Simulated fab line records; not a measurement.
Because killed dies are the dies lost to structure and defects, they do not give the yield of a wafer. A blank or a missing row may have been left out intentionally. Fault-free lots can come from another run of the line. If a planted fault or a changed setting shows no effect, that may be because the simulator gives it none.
fab line records	flow n5_finfet	part 1 of 2: steps 1 to 21 of 28
[record] lots = 5	wafers = 15	last_day = 17
route steps=1938 shown BEOL_M6@1211
lots that met no fault: taken from a fault-free run of the same line
start_h: hours from the record's first day to the start of the lot's first wafer shown	wait_h: hours elapsed since this lot's preceding step	" repeats the value in the row above	L1.1+2: several wafers, shown together as one row	- no value, or no start was given	* or withheld: withheld	< > ~ a bound
route shown NAME@n: names a module that has steps shown in the file, with the first one's number in the route	usual: mean and standard deviation over wafers with no fault	same: alike in all rows	chamber/n: place in a boat	sites: each site's reading	_std_site: standard deviation across them	_edge_site: mean of outer sites minus mean of inner sites	radius_mm: for every site, how far away it sits from the centre of the wafer	mask NAME#n: copy n	behind: tool/chamber where the wafer was last shaped	hold: cause of the lot's hold/its duration in hours/its outcome	device: the n, p or np transistor that did not switch	end of line: tests run on the same wafers once the route is complete	where a step has no rows: the recipe by itself	killed: not the wafer's yield, but the dies lost to structure and defects at the first sort	map: the dies of a wafer, with x for killed, . for not killed, _ for no die there
set.NAME: the setting the step ran with; set.NAME@STEP: the setting that earlier step ran with	model.NAME: the simulator's own value behind a step, which no gauge read
lots seen at some steps along the route; tables by step, rows by wafer
services: a tool's chamber out of use, with start hour (start_h, from the record's first day; less than 0 if before it), hours out, and reason
[[steps]]
[step N5_BEOL_M6_ETCH_61]
[recipe] chemistry = CF4	target = SiARC	target_depth_a = 455	mask_material = CAR-ArF	time_s = 75.8	ion_energy_ev = 80	pressure_mtorr = 40	source_w = 545	bias_w = 36	Ar_flow_sccm = 100	cf4_flow_sccm = 100	ends = cleared
[usual] drypump_motor_current_A = 5.9/0.56	etch_rf_on_time_s = 75.9/1.4	mfc_ar_sccm = 100.0/0.32	oes_product_au = 0.68/0.072	rf_vpp_V = 184.3/1.2	showerhead_plenum_p_Torr = 2.15/0.071	throttle_valve_pct = 15.67/0.19
lot.wafer	tool	chamber	start_h	wait_h	drypump_motor_current_A	etch_rf_on_time_s	mfc_ar_sccm	oes_product_au	rf_hours_counter_h	rf_vpp_V	showerhead_plenum_p_Torr	throttle_valve_pct
L075.1	rie_diel-05	1	188.80	0.0	6.8	77.9	100.1	0.58	211	182.4	2.04	15.74
L075.4	"	0	"	"	6.5	77.4	100.0	0.68	107	184.0	2.24	15.53
L075.5	"	0	"	"	6.5	76.8	100.3	0.68	-	183.3	2.24	15.52
L080.1	rie_diel-02	0	216.42	0.0	6.0	75.0	99.4	0.82	11	185.2	2.27	15.24
L080.2	"	1	"	"	5.5	78.6	100.1	0.61	198	183.1	2.04	15.70
L080.5	"	2	"	"	5.1	75.7	99.9	0.76	-	183.5	2.10	15.39
L086.3	rie_diel-05	3	261.88	0.0	5.9	73.8	100.0	0.77	38	185.6	2.26	15.56
L086.4	"	2	"	"	5.7	74.9	99.8	0.72	63	184.0	2.17	15.77
L086.6	"	2	"	"	5.7	74.9	100.0	0.72	-	184.9	2.17	15.79
L090.2	rie_diel-01	0	289.97	0.0	5.3	75.2	100.3	0.74	51	182.3	2.09	15.47
L090.4	"	1	"	"	5.9	74.6	99.7	0.70	92	183.9	2.17	15.85
L090.5	"	2	"	"	6.8	76.6	100.6	0.62	-	183.5	2.13	15.75
L094.1	rie_diel-01	0	297.88	0.0	5.3	74.8	99.7	0.74	54	182.6	2.09	15.47
L094.2	"	3	"	"	5.4	76.6	99.8	0.62	183	184.2	2.13	15.94
L094.3	"	2	"	"	6.8	76.4	99.9	0.62	200	183.9	2.13	15.76
[step N5_BEOL_M6_ETCH_62]
[recipe] chemistry = N2/H2	target = SOC	target_depth_a = 1100	overetch_a = 220	mask_material = SiARC	temp_c = 40	time_s = 165	ion_energy_ev = 200	pressure_mtorr = 30	source_w = 840	bias_w = 150	n2_flow_sccm = 200	h2_flow_sccm = 200
[usual] drypump_motor_current_A = 5.9/0.56	oes_product_au = 0.68/0.066	rf_vpp_V = 524.2/2.5	showerhead_plenum_p_Torr = 2.56/0.091	temp_c = 40.01/0.11	throttle_valve_pct = 17.89/0.21
lot.wafer	tool	chamber	start_h	wait_h	drypump_motor_current_A	oes_product_au	rf_hours_counter_h	rf_vpp_V	showerhead_plenum_p_Torr	temp_c	throttle_valve_pct
L075.1	rie_diel-05	1	188.86	0.0	6.8	0.59	211	520.6	2.41	40.17	17.94
L075.4	"	0	"	"	6.6	0.69	107	525.9	2.67	40.19	17.73
L075.5	"	0	"	"	6.6	0.68	-	526.5	2.67	39.91	17.74
L080.1	rie_diel-02	0	216.47	0.0	6.0	0.81	11	528.4	2.71	39.90	17.49
L080.2	"	1	"	"	5.5	0.62	198	520.6	2.42	39.92	17.88
L080.5	"	2	"	"	5.1	0.75	-	522.6	2.49	40.11	17.64
L086.3	rie_diel-05	3	261.94	0.0	6.0	0.76	38	527.6	2.69	39.98	17.88
L086.4	"	2	"	"	5.7	0.71	63	523.6	2.58	40.05	18.09
L086.6	"	2	"	"	5.7	0.71	-	524.2	2.58	39.92	18.07
L090.2	rie_diel-01	0	290.03	0.0	5.2	0.73	51	523.1	2.48	40.14	17.66
L090.4	"	1	"	"	6.0	0.70	92	524.7	2.56	39.94	18.09
L090.5	"	2	"	"	6.8	0.61	-	523.5	2.52	39.96	17.88
L094.1	rie_diel-01	0	297.93	0.0	5.2	0.73	54	522.3	2.48	39.65	17.68
L094.2	"	3	"	"	5.4	0.62	183	523.2	2.54	39.96	18.27
L094.3	"	2	"	"	6.8	0.62	200	522.5	2.52	39.71	17.86
[step N5_BEOL_M6_STRIP_68]
[recipe] chemistry = N2/H2	temp_c = 40	n2_flow_sccm = 200	h2_flow_sccm = 200	rf_frequency_hz = 6e+07
lot.wafer	tool	chamber	start_h	wait_h
L075.1+4+5	rie_diel-05	1,0,0	188.99	0.1
L080.1+2+5	rie_diel-02	0,1,2	216.61	0.1
L086.3+4+6	rie_diel-05	3,2,2	262.08	0.1
L090.2+4+5	rie_diel-01	0,1,2	290.16	0.1
L094.1+2+3	rie_diel-01	0,3,2	298.07	0.1
[step N5_BEOL_M6_STRIP_67]
[recipe] chemistry = CF4	resist = SiARC	power_w = 300	bias_power_w = 75	pressure_mtorr = 50	cf4_flow_sccm = 150	rf_frequency_hz = 6e+07
[usual] drypump_motor_current_A = 5.9/0.56	oes_product_au = 0.80/0.077	rf_vpp_V = 271.3/1.7	showerhead_plenum_p_Torr = 1.80/0.058	throttle_valve_pct = 13.63/0.2
lot.wafer	tool	chamber	start_h	wait_h	drypump_motor_current_A	oes_product_au	rf_hours_counter_h	rf_vpp_V	showerhead_plenum_p_Torr	throttle_valve_pct
L075.1	rie_diel-05	1	189.00	0.0	6.8	0.70	211	270.2	1.71	13.75
L075.4	"	0	"	"	6.6	0.81	107	272.7	1.87	13.44
L075.5	"	0	"	"	6.6	0.81	-	272.4	1.87	13.46
L080.1	rie_diel-02	0	216.62	0.0	6.0	0.95	11	274.4	1.90	13.20
L080.2	"	1	"	"	5.5	0.73	198	269.4	1.71	13.69
L080.5	"	2	"	"	5.1	0.88	-	270.6	1.77	13.34
L086.3	rie_diel-05	3	262.09	0.0	6.0	0.90	38	272.6	1.89	13.50
L086.4	"	2	"	"	5.7	0.83	63	270.5	1.82	13.73
L086.6	"	2	"	"	5.7	0.84	-	271.6	1.82	13.73
L090.2	rie_diel-01	0	290.17	0.0	5.2	0.86	51	269.1	1.75	13.43
L090.4	"	1	"	"	6.0	0.82	92	271.1	1.81	13.77
L090.5	"	2	"	"	6.8	0.73	-	271.3	1.79	13.75
L094.1	rie_diel-01	0	298.08	0.0	5.2	0.86	54	270.6	1.75	13.41
L094.2	"	3	"	"	5.4	0.72	183	270.8	1.78	13.91
L094.3	"	2	"	"	6.8	0.73	200	271.9	1.79	13.76
[step N5_BEOL_M6_HM_OPEN_17]
[recipe] chemistry = Cl2/BCl3	target_depth_a = 200	overetch_a = 60	target = TiN	mask_material = SOC	ion_energy_ev = 150	pressure_mtorr = 10	icp_w = 1000	bias_w = 126	Cl2_flow_sccm = 53.25	bcl3_flow_sccm = 21.75	Ar_flow_sccm = 25
[usual] drypump_motor_current_A = 5.6/0.45	mfc_ar_sccm = 25.00/0.071	oes_product_au = 0.67/0.05	throttle_valve_pct = 22.02/0.15
lot.wafer	tool	chamber	start_h	wait_h	drypump_motor_current_A	mfc_ar_sccm	oes_product_au	rf_hours_counter_h	throttle_valve_pct
L075.1	rie_metal-01	0	189.04	0.0	5.5	25.05	0.73	12	22.07
L075.4	"	0	"	"	5.6	25.06	0.74	-	22.06
L075.5	"	1	"	"	6.4	25.00	0.68	-	21.92
L080.1	rie_metal-03	1	216.66	0.0	5.0	25.02	0.66	39	21.93
L080.2	"	0	"	"	5.9	25.08	0.64	56	22.14
L080.5	"	0	"	"	5.9	24.89	0.64	-	22.13
L086.3	rie_metal-02	0	262.16	0.1	5.3	24.97	0.70	-	22.16
L086.4	"	1	"	"	5.8	25.00	0.78	-	21.66
L086.6	"	1	"	"	5.8	24.96	0.78	-	21.68
L090.2	rie_metal-02	1	290.21	0.0	5.8	24.97	0.77	7	21.70
L090.4	"	1	"	"	5.8	24.94	0.77	-	21.68
L090.5	"	1	"	"	5.8	24.98	0.76	-	21.69
L094.1	rie_metal-03	0	298.12	0.0	5.9	25.00	0.63	63	22.17
L094.2	"	1	"	"	5.0	24.96	0.64	46	21.96
L094.3	"	1	"	"	5.0	24.96	0.65	-	21.97
[step N5_BEOL_M6_STRIP_19]
[recipe] chemistry = O2	power_w = 400	temp_c = 40	pressure_mtorr = 30	rf_frequency_hz = 6e+07	bias_power_w = 0	overash_fraction = 0.2	o2_flow_sccm = 225
[usual] drypump_motor_current_A = 6.0/0.56	oes_product_au = 0.80/0.086	rf_vpp_V = 3.5/0.58	showerhead_plenum_p_Torr = 2.12/0.079	temp_c = 40.00/0.13	throttle_valve_pct = 16.75/0.18
lot.wafer	tool	chamber	start_h	wait_h	drypump_motor_current_A	oes_product_au	rf_hours_counter_h	rf_vpp_V	showerhead_plenum_p_Torr	temp_c	throttle_valve_pct
L075.1	rie_diel-02	3	189.33	0.3	5.7	0.73	180	3.9	2.17	40.02	16.82
L075.4	"	2	"	"	5.1	0.90	17	3.0	2.05	39.97	16.40
L075.5	"	3	"	"	5.7	0.73	-	3.3	2.17	39.84	16.81
L080.1	rie_diel-02	0	216.77	0.1	6.0	0.96	11	3.2	2.24	40.03	16.38
L080.2	"	2	"	"	5.1	0.89	25	4.0	2.05	39.86	16.42
L080.5	"	3	"	"	5.7	0.72	-	3.1	2.17	39.98	16.82
L086.3	rie_diel-05	3	262.24	0.1	5.9	0.90	38	3.8	2.23	39.92	16.73
L086.4	"	1	"	"	6.8	0.67	235	4.4	1.99	39.88	16.87
L086.6	"	2	"	"	5.6	0.84	-	3.3	2.14	40.02	16.92
L090.2	rie_diel-05	0	290.32	0.1	6.5	0.76	143	4.0	2.19	39.99	16.65
L090.4	"	2	"	"	5.6	0.82	75	3.0	2.13	40.28	16.95
L090.5	"	1	"	"	6.7	0.66	-	4.1	1.99	40.02	16.90
L094.1	rie_diel-01	3	298.24	0.1	5.4	0.71	183	3.3	2.09	40.06	17.05
L094.2	"	1	"	"	6.0	0.81	96	3.6	2.12	39.95	16.93
L094.3	"	2	"	"	6.8	0.72	200	3.1	2.07	40.25	16.72
[step N5_BEOL_M6_CD_MEAS_18]
[recipe] pitch_nm = 80	target_cd_nm = 40
[usual] cd_nm = 39.9/0.5
lot.wafer	tool	chamber	start_h	wait_h	cd_nm
L075.1	cd_sem-03	-	189.40	0.0	40.3
L075.4	"	-	"	"	39.7
L075.5	"	-	"	"	39.7
L080.1	cd_sem-03	-	216.84	0.0	39.8
L080.2	"	-	"	"	40.1
L080.5	"	-	"	"	39.7
L086.3	cd_sem-01	-	262.31	0.1	39.8
L086.4	"	-	"	"	39.9
L086.6	"	-	"	"	40.1
L090.2	cd_sem-01	-	290.40	0.1	40.5
L090.4	"	-	"	"	40.4
L090.5	"	-	"	"	41.1
L094.1	cd_sem-03	-	298.31	0.0	39.3
L094.2	"	-	"	"	39.8
L094.3	"	-	"	"	39.1
[step N5_BEOL_M6_COAT_63]
[recipe] resist = SOC	temp_c = 250	time_s = 60	spin_rpm = 1500	resist_thk_nm = 60
lot.wafer	tool	chamber	start_h	wait_h
L075.1+4+5	litho_track-02	0	189.53	0.1
L080.1+2+5	litho_track-05	0	217.60	0.8
L086.3+4+6	litho_track-05	0	263.28	1.0
L090.2+4+5	litho_track-01	0	291.08	0.7
L094.1+2+3	litho_track-05	0	298.56	0.2
[step N5_BEOL_M6_COAT_64]
[recipe] resist = SiARC	temp_c = 220	time_s = 60	spin_rpm = 1500	resist_thk_nm = 12
lot.wafer	tool	chamber	start_h	wait_h
L075.1+4+5	litho_track-02	0	-	-
L080.1+2+5	litho_track-05	0	-	-
L086.3+4+6	litho_track-05	0	-	-
L090.2+4+5	litho_track-01	0	-	-
L094.1+2+3	litho_track-05	0	-	-
[step N5_BEOL_M6_COAT_71]
[recipe] resist = underlayer	temp_c = 205	time_s = 60	spin_rpm = 1500	resist_thk_nm = 5
lot.wafer	tool	chamber	start_h	wait_h
L075.1+4+5	litho_track-02	0	-	-
L080.1+2+5	litho_track-05	0	-	-
L086.3+4+6	litho_track-05	0	-	-
L090.2+4+5	litho_track-01	0	-	-
L094.1+2+3	litho_track-05	0	-	-
[step N5_BEOL_M6_COAT_22]
[recipe] resist = CAR-EUV	spin_rpm = 1500	resist_thk_nm = 30
lot.wafer	tool	chamber	start_h	wait_h
L075.1+4+5	litho_track-02	0	-	-
L080.1+2+5	litho_track-05	0	-	-
L086.3+4+6	litho_track-05	0	-	-
L090.2+4+5	litho_track-01	0	-	-
L094.1+2+3	litho_track-05	0	-	-
[step N5_BEOL_M6_EBR_24]
[recipe] solvent = PGMEA	ebr_width_mm = 1.5
lot.wafer	tool	chamber	start_h	wait_h
L075.1+4+5	litho_track-02	0	-	-
L080.1+2+5	litho_track-05	0	-	-
L086.3+4+6	litho_track-05	0	-	-
L090.2+4+5	litho_track-01	0	-	-
L094.1+2+3	litho_track-05	0	-	-
[step N5_BEOL_M6_SOFTBAKE_23]
[recipe] temp_c = 110	time_s = 60	resist = CAR-EUV
lot.wafer	tool	chamber	start_h	wait_h
L075.1+4+5	litho_track-02	0	-	-
L080.1+2+5	litho_track-05	0	-	-
L086.3+4+6	litho_track-05	0	-	-
L090.2+4+5	litho_track-01	0	-	-
L094.1+2+3	litho_track-05	0	-	-
[step N5_BEOL_M6_EXPOSE_25]
[recipe] mask_id = V5	na = 0.33	source_shape = annular	sigma_inner = 0.4	sigma_outer = 0.8	polarization = unpolarized	target_cd_nm = 40	dose_mj = 45
[same] sigma_outer = 0.8
lot.wafer	tool	chamber	start_h	wait_h	mask
L075.1+4+5	euv_scanner-01	0	189.67	-	V5#0
L080.1+2+5	euv_scanner-01	0	217.74	-	V5#0
L086.3+4+6	euv_scanner-02	0	263.44	-	V5#0
L090.2+4+5	euv_scanner-01	0	291.34	-	V5#0
L094.1+2+3	euv_scanner-01	0	298.86	-	V5#0
[step N5_BEOL_M6_PEB_26]
[recipe] peb_temp_c = 100	peb_time_s = 60	resist = CAR-EUV
lot.wafer	tool	chamber	start_h	wait_h
L075.1+4+5	litho_track-01	0	189.74	0.1
L080.1+2+5	litho_track-02	0	217.81	0.1
L086.3+4+6	litho_track-01	0	263.49	0.0
L090.2+4+5	litho_track-01	0	291.40	0.1
L094.1+2+3	litho_track-02	0	298.93	0.1
[step N5_BEOL_M6_DEVELOP_27]
[recipe] develop_time_s = 30	developer = TMAH	resist = CAR-EUV	rinse_liquid = surfactant_rinse	dry = air_spin	dev_temp_c = 23
[usual] developer_temp_C = 23.04/0.1
lot.wafer	tool	chamber	start_h	wait_h	developer_temp_C
L075.1	litho_track-01	0	-	-	22.98
L075.4	"	0	"	"	23.04
L075.5	"	0	"	"	23.33
L080.1	litho_track-02	0	-	-	22.98
L080.2	"	0	"	"	23.21
L080.5	"	0	"	"	22.99
L086.3	litho_track-01	0	-	-	23.00
L086.4	"	0	"	"	23.11
L086.6	"	0	"	"	23.09
L090.2	litho_track-01	0	-	-	23.12
L090.4	"	0	"	"	23.15
L090.5	"	0	"	"	23.14
L094.1	litho_track-02	0	-	-	23.03
L094.2	"	0	"	"	23.00
L094.3	"	0	"	"	22.94
[step N5_BEOL_M6_CD_MEAS_28]
[recipe] target_cd_nm = 40	landing_energy_ev = 500	detector = se_inlens
[usual] cd_nm = 39.99/0.23
lot.wafer	tool	chamber	start_h	wait_h	cd_nm
L075.1	cd_sem-03	0	189.81	-	40.16
L075.4	"	0	"	"	40.51
L075.5	"	0	"	"	40.28
L080.1	cd_sem-01	0	217.88	-	39.59
L080.2	"	0	"	"	39.69
L080.5	"	0	"	"	39.83
L086.3	cd_sem-02	0	263.56	-	39.77
L086.4	"	0	"	"	39.67
L086.6	"	0	"	"	40.32
L090.2	cd_sem-03	0	291.47	-	39.62
L090.4	"	0	"	"	39.92
L090.5	"	0	"	"	39.82
L094.1	cd_sem-03	0	299.00	-	39.86
L094.2	"	0	"	"	40.10
L094.3	"	0	"	"	39.97
[step N5_BEOL_M6_OVL_MEAS_29]
[recipe] points_per_wafer = 522
[usual] V5_OVL = -0.5/0.63
lot.wafer	tool	chamber	start_h	wait_h	V5_OVL[nm]
L075.1	overlay-02	0	189.84	0.0	-0.7
L075.4	"	0	"	"	-0.4
L075.5	"	0	"	"	-1.0
L080.1	overlay-01	0	217.91	0.0	-0.4
L080.2	"	0	"	"	-0.2
L080.5	"	0	"	"	-0.4
L086.3	overlay-02	0	263.60	0.0	-0.1
L086.4	"	0	"	"	-1.3
L086.6	"	0	"	"	-1.3
L090.2	overlay-02	0	291.51	0.0	-0.9
L090.4	"	0	"	"	0.3
L090.5	"	0	"	"	0.3
L094.1	overlay-02	0	299.03	0.0	0.0
L094.2	"	0	"	"	-0.3
L094.3	"	0	"	"	-0.2
[step N5_BEOL_M6_INSPECT_30]
[recipe] mode = adi	inspect_instrument = brightfield
[usual] raw_defect_count = 407/100
lot.wafer	tool	chamber	start_h	wait_h	raw_defect_count
L075.1	defect_inspect-01	-	189.89	0.1	379
L075.4	"	-	"	"	460
L075.5	"	-	"	"	380
L080.1	defect_inspect-01	-	217.97	0.1	493
L080.2	"	-	"	"	428
L080.5	"	-	"	"	498
L086.3	defect_inspect-02	-	263.64	0.0	351
L086.4	"	-	"	"	300
L086.6	"	-	"	"	316
L090.2	defect_inspect-01	-	291.56	0.0	538
L090.4	"	-	"	"	726
L090.5	"	-	"	"	734
L094.1	defect_inspect-02	-	299.09	0.1	494
L094.2	"	-	"	"	470
L094.3	"	-	"	"	428
[step N5_BEOL_M6_DESCUM_33]
[recipe] chemistry = O2	time_s = 7	source_power_w = 50	bias_power_w = 20	pressure_mtorr = 20	rf_frequency_hz = 2.712e+07	temp_c = 40	resist = CAR-EUV	o2_flow_sccm = 225
[usual] drypump_motor_current_A = 5.9/0.57	oes_product_au = 0.80/0.074	rf_vpp_V = 243.3/1.3	showerhead_plenum_p_Torr = 2.10/0.063	temp_c = 39.99/0.12	throttle_valve_pct = 20.57/0.18
lot.wafer	tool	chamber	start_h	wait_h	drypump_motor_current_A	oes_product_au	rf_hours_counter_h	rf_vpp_V	showerhead_plenum_p_Torr	temp_c	throttle_valve_pct
L075.1	rie_diel-05	1	189.93	0.0	6.7	0.69	211	243.0	2.00	39.95	20.57
L075.4	"	3	"	"	5.9	0.94	13	244.6	2.24	39.91	20.52
L075.5	"	0	"	"	6.6	0.79	-	243.5	2.20	40.12	20.37
L080.1	rie_diel-05	1	218.00	0.0	6.7	0.68	219	242.1	1.99	40.15	20.56
L080.2	"	0	"	"	6.6	0.78	116	244.3	2.20	40.16	20.37
L080.5	"	3	"	"	5.9	0.92	-	245.5	2.23	40.12	20.51
L086.3	rie_diel-05	3	263.98	0.3	6.0	0.89	38	244.8	2.23	39.90	20.54
L086.4	"	0	"	"	6.6	0.78	132	245.6	2.19	39.99	20.39
L086.6	"	2	"	"	5.7	0.83	-	242.9	2.13	40.02	20.73
L090.2	rie_diel-05	3	292.01	0.4	6.0	0.87	51	245.5	2.22	40.09	20.56
L090.4	"	1	"	"	6.8	0.67	246	240.0	1.98	39.74	20.61
L090.5	"	2	"	"	5.7	0.82	-	241.0	2.13	40.07	20.75
L094.1	rie_diel-05	2	299.44	0.4	5.7	0.81	79	243.7	2.13	40.03	20.74
L094.2	"	0	"	"	6.6	0.76	147	244.8	2.19	40.02	20.40
L094.3	"	1	"	"	6.7	0.66	249	242.0	1.98	40.14	20.62
[step N5_BEOL_M6_ETCH_72]
[recipe] chemistry = N2/H2	target = underlayer	target_depth_a = 65	mask_material = CAR-EUV	time_s = 5.2	ion_energy_ev = 200	pressure_mtorr = 30	source_w = 840	bias_w = 150	n2_flow_sccm = 200	h2_flow_sccm = 200	ends = cleared
[usual] drypump_motor_current_A = 6.0/0.57	etch_rf_on_time_s = 5.22/0.085	oes_product_au = 0.68/0.065	rf_vpp_V = 523.9/2.4	showerhead_plenum_p_Torr = 2.55/0.073	throttle_valve_pct = 17.99/0.2
lot.wafer	tool	chamber	start_h	wait_h	drypump_motor_current_A	etch_rf_on_time_s	oes_product_au	rf_hours_counter_h	rf_vpp_V	showerhead_plenum_p_Torr	throttle_valve_pct
L075.1	rie_diel-05	1	189.96	0.0	6.8	5.28	0.59	211	518.5	2.41	18.00
L075.4	"	3	"	"	5.9	5.05	0.81	13	527.4	2.70	17.89
L075.5	"	0	"	"	6.6	5.23	0.68	-	528.3	2.67	17.78
L080.1	rie_diel-05	1	218.04	0.0	6.8	5.30	0.60	219	519.9	2.41	17.97
L080.2	"	0	"	"	6.6	5.24	0.66	116	527.3	2.67	17.79
L080.5	"	3	"	"	5.9	5.08	0.80	-	529.9	2.70	17.89
L086.3	rie_diel-05	3	264.01	0.0	5.9	5.10	0.76	38	526.2	2.69	17.90
L086.4	"	0	"	"	6.5	5.24	0.66	132	528.6	2.66	17.81
L086.6	"	2	"	"	5.7	5.23	0.71	-	524.9	2.58	18.11
L090.2	rie_diel-05	3	292.04	0.0	6.0	5.06	0.74	51	525.6	2.69	17.95
L090.4	"	1	"	"	6.8	5.30	0.57	246	519.1	2.40	18.03
L090.5	"	2	"	"	5.6	5.18	0.71	-	524.5	2.57	18.12
L094.1	rie_diel-05	2	299.47	0.0	5.7	5.20	0.69	79	524.4	2.57	18.12
L094.2	"	0	"	"	6.6	5.23	0.66	147	527.5	2.65	17.85
L094.3	"	1	"	"	6.8	5.29	0.56	249	520.9	2.40	18.04
